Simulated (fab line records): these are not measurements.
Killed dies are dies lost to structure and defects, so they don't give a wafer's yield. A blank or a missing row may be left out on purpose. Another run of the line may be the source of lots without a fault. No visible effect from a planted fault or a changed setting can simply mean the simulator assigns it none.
Which tool did it? || flow n5-finfet || Sampling: 10 lots, 30 wafers, 5 of 1938 route steps

== WHAT EACH GAUGE READ, for each wafer ==
N5_BEOL_M4_RC_MEAS_101.
{"lot": "L790", "measured": "day 8 10:57", "on": "prober-02", "DIBL_N (mV/V)": "36.3 37.3 36.6"}
{"lot": "L793", "measured": "day 9 09:56", "on": "prober-02", "DIBL_N (mV/V)": "39.0 38.7 37.0"}
{"lot": "L794", "measured": "day 9 14:08", "on": "prober-02", "DIBL_N (mV/V)": "37.0 35.8 35.7"}
{"lot": "L807", "measured": "day 12 20:24", "on": "prober-01", "DIBL_N (mV/V)": "34.3 34.4 37.6"}
{"lot": "L808", "measured": "day 13 01:03", "on": "prober-02", "DIBL_N (mV/V)": "37.4 36.9 37.0"}
{"lot": "L809", "measured": "day 13 05:24", "on": "prober-01", "DIBL_N (mV/V)": "35.0 35.4 38.7"}
{"lot": "L810", "measured": "day 13 22:52", "on": "prober-02", "DIBL_N (mV/V)": "38.3 36.6 35.1"}
{"lot": "L811", "measured": "day 13 22:10", "on": "prober-01", "DIBL_N (mV/V)": "39.0 36.7 35.6"}

== WHAT TOOL EACH LOT RAN ON (gives the tool, then ch and the chambers of the sampled wafers, and finally the start) ==
{"lot": "L790", "N5_MOL_CONTACT_COAG_ETCHBACK_136": "rie-diel-06 ch 1,2,3, day 5 16:26", "N5_MOL_CONTACT_COAG_STRIP_49": "plasma-asher-02 ch 0,1, day 5 16:40", "N5_BEOL_M0_SAQP_HM_DEP_111": "pecvd-01 ch 0,1,2, day 5 21:29", "N5_BEOL_M0_SAQP_RECESS_114": "vapor-etch-02 ch 0,1, day 5 22:43"}
{"lot": "L793", "N5_MOL_CONTACT_COAG_ETCHBACK_136": "rie-diel-02 ch 0,1, day 6 06:20", "N5_MOL_CONTACT_COAG_STRIP_49": "plasma-asher-01 ch 0,1, day 6 06:35", "N5_BEOL_M0_SAQP_HM_DEP_111": "pecvd-03 ch 1,2, day 6 12:43", "N5_BEOL_M0_SAQP_RECESS_114": "vapor-etch-02 ch 0,1, day 6 13:38"}
{"lot": "L794", "N5_MOL_CONTACT_COAG_ETCHBACK_136": "rie-diel-02 ch 1,2, day 6 18:02", "N5_MOL_CONTACT_COAG_STRIP_49": "plasma-asher-01 ch 0,1, day 6 18:16", "N5_BEOL_M0_SAQP_HM_DEP_111": "pecvd-01 ch 0,1,2, day 7 00:28", "N5_BEOL_M0_SAQP_RECESS_114": "vapor-etch-01 ch 0, day 7 01:52"}
{"lot": "L802", "N5_MOL_CONTACT_COAG_ETCHBACK_136": "rie-diel-03 ch 0,1,2, day 8 18:05", "N5_MOL_CONTACT_COAG_STRIP_49": "plasma-asher-02 ch 0,1, day 8 18:19", "N5_BEOL_M0_SAQP_HM_DEP_111": "pecvd-03 ch 0,1,2, day 8 23:06", "N5_BEOL_M0_SAQP_RECESS_114": "vapor-etch-02 ch 0, day 9 00:08"}
{"lot": "L803", "N5_MOL_CONTACT_COAG_ETCHBACK_136": "rie-diel-02 ch 0,1,2, day 8 20:27", "N5_MOL_CONTACT_COAG_STRIP_49": "plasma-asher-01 ch 0,1, day 8 20:41", "N5_BEOL_M0_SAQP_HM_DEP_111": "pecvd-02 ch 0,1,2, day 9 03:57", "N5_BEOL_M0_SAQP_RECESS_114": "vapor-etch-02 ch 0,1, day 9 04:59"}
{"lot": "L807", "N5_MOL_CONTACT_COAG_ETCHBACK_136": "rie-diel-03 ch 0,3, day 9 20:46", "N5_MOL_CONTACT_COAG_STRIP_49": "plasma-asher-01 ch 0,1, day 9 21:00", "N5_BEOL_M0_SAQP_HM_DEP_111": "pecvd-03 ch 0,1, day 10 03:19", "N5_BEOL_M0_SAQP_RECESS_114": "vapor-etch-02 ch 0,1, day 10 04:23"}
{"lot": "L808", "N5_MOL_CONTACT_COAG_ETCHBACK_136": "rie-diel-06 ch 0,1,3, day 9 23:39", "N5_MOL_CONTACT_COAG_STRIP_49": "plasma-asher-01 ch 0,1, day 9 23:53", "N5_BEOL_M0_SAQP_HM_DEP_111": "pecvd-01 ch 0,2, day 10 05:25", "N5_BEOL_M0_SAQP_RECESS_114": "vapor-etch-02 ch 0,1, day 10 06:28"}
{"lot": "L809", "N5_MOL_CONTACT_COAG_ETCHBACK_136": "rie-diel-06 ch 1,2,3, day 10 09:22", "N5_MOL_CONTACT_COAG_STRIP_49": "plasma-asher-02 ch 0,1, day 10 09:38", "N5_BEOL_M0_SAQP_HM_DEP_111": "pecvd-02 ch 0,1, day 10 15:02", "N5_BEOL_M0_SAQP_RECESS_114": "vapor-etch-02 ch 0,1, day 10 16:07"}
{"lot": "L810", "N5_MOL_CONTACT_COAG_ETCHBACK_136": "rie-diel-03 ch 0,3, day 10 14:03", "N5_MOL_CONTACT_COAG_STRIP_49": "plasma-asher-02 ch 0,1, day 10 14:17", "N5_BEOL_M0_SAQP_HM_DEP_111": "pecvd-03 ch 0,2, day 10 20:38", "N5_BEOL_M0_SAQP_RECESS_114": "vapor-etch-02 ch 0,1, day 10 21:43"}
{"lot": "L811", "N5_MOL_CONTACT_COAG_ETCHBACK_136": "rie-diel-06 ch 1,2,3, day 10 20:49", "N5_MOL_CONTACT_COAG_STRIP_49": "plasma-asher-02 ch 0,1, day 10 21:03", "N5_BEOL_M0_SAQP_HM_DEP_111": "pecvd-01 ch 0,1,2, day 11 02:36", "N5_BEOL_M0_SAQP_RECESS_114": "vapor-etch-02 ch 0,1, day 11 03:38"}
- N5_MOL_CONTACT_COAG_ETCHBACK_136: etches SiO2 in CHF3, target depth 25 nm, time 16.7 s.
- N5_MOL_CONTACT_COAG_STRIP_49: strips in N2/H2, time 30 s.
- N5_BEOL_M0_SAQP_HM_DEP_111: deposits SiO2 from SiH4/N2O, target thk 12 nm, time 7.2 s.
- N5_BEOL_M0_SAQP_RECESS_114: chemistry HF/NH3, target SiO2, target depth 14.4 nm, afs cycles 3, sublimation time 60 s.

== THE ANSWER, worked out from the rows above alone ==
Rule: the usual values come from the lots themselves. Put in order of their means at a reading, lots are off if they are a third of the lots or fewer, leave a main group of 4 or more, and stand apart from it by a gap of 3 or more times the standard deviation of the main group's means; of several such gaps the widest counts. The tables above print the reading to a certain number of digits; a main group whose means all agree to those digits is not used. Also off: a lot with no number at a reading for which 4 or more lots have one. Where the step has rows for the other lots, those lots are counted as sound.
None of the lots is off at any reading shown; this tells nothing.

== WHAT HAD BEEN PUT IN BY THE SIMULATOR ==
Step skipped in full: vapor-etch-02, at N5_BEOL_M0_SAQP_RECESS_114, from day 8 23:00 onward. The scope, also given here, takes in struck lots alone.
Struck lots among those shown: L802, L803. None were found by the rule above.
